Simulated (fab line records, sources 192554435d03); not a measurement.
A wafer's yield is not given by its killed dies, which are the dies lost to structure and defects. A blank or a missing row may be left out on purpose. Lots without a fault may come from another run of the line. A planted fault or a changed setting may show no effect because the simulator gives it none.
Chamber matching / flow n5Finfet / N5_BEOL_M6_STRIP_67 on rieDiel-01 has 4 sister chambers
The step strips in CF4. 8 wafers are shown with their chamber, then 8 later ones without.

WAFERS, EACH WITH ITS CHAMBER
wafer=L082.1; chamber=2; showerheadPlenumPTorr (Torr)=1.89; throttleValvePct (%)=13.17
wafer=L082.4; chamber=0; showerheadPlenumPTorr (Torr)=1.83; throttleValvePct (%)=13.37
wafer=L082.5; chamber=1; showerheadPlenumPTorr (Torr)=1.74; throttleValvePct (%)=13.89
wafer=L082.6; chamber=2; showerheadPlenumPTorr (Torr)=1.89; throttleValvePct (%)=13.17
wafer=L090.1; chamber=3; showerheadPlenumPTorr (Torr)=1.86; throttleValvePct (%)=13.93
wafer=L090.2; chamber=0; showerheadPlenumPTorr (Torr)=1.83; throttleValvePct (%)=13.43
wafer=L090.5; chamber=1; showerheadPlenumPTorr (Torr)=1.73; throttleValvePct (%)=13.93
wafer=L092.1; chamber=3; showerheadPlenumPTorr (Torr)=1.86; throttleValvePct (%)=13.95

WAFERS WITHOUT THEIR CHAMBER
wafer=L092.3; showerheadPlenumPTorr (Torr)=1.83; throttleValvePct (%)=13.44
wafer=L092.6; showerheadPlenumPTorr (Torr)=1.86; throttleValvePct (%)=13.94
wafer=L097.1; showerheadPlenumPTorr (Torr)=1.73; throttleValvePct (%)=13.98
wafer=L097.2; showerheadPlenumPTorr (Torr)=1.86; throttleValvePct (%)=13.98
wafer=L097.3; showerheadPlenumPTorr (Torr)=1.89; throttleValvePct (%)=13.23
wafer=L097.4; showerheadPlenumPTorr (Torr)=1.86; throttleValvePct (%)=13.95
wafer=L097.5; showerheadPlenumPTorr (Torr)=1.73; throttleValvePct (%)=13.96
wafer=L097.6; showerheadPlenumPTorr (Torr)=1.89; throttleValvePct (%)=13.22

WHICH CHAMBER EACH WENT THROUGH
wafer=L092.3; from the rows above=0; in truth=0
wafer=L092.6; from the rows above=3; in truth=3
wafer=L097.1; from the rows above=1; in truth=1
wafer=L097.2; from the rows above=3; in truth=3
wafer=L097.3; from the rows above=2; in truth=2
wafer=L097.4; from the rows above=3; in truth=3
wafer=L097.5; from the rows above=1; in truth=1
wafer=L097.6; from the rows above=2; in truth=2
Correctly placed: 8 of 8. Left unplaced by these rows: 0. Placed wrongly: 0.
How it was worked out, from the rows above alone: a wafer's distance from a chamber is the root of the sum, over the readings, of the square of ((its reading less the chamber's mean) divided by the reading's scatter). If the next closest chamber is less than 2 further off than the closest, the wafer can't be placed; otherwise it belongs to the closest. A chamber's mean is the mean of its shown wafers. The scatter: the root of (the sum of the squares of (reading less its chamber's mean) over the shown wafers, divided by (wafers less chambers)).
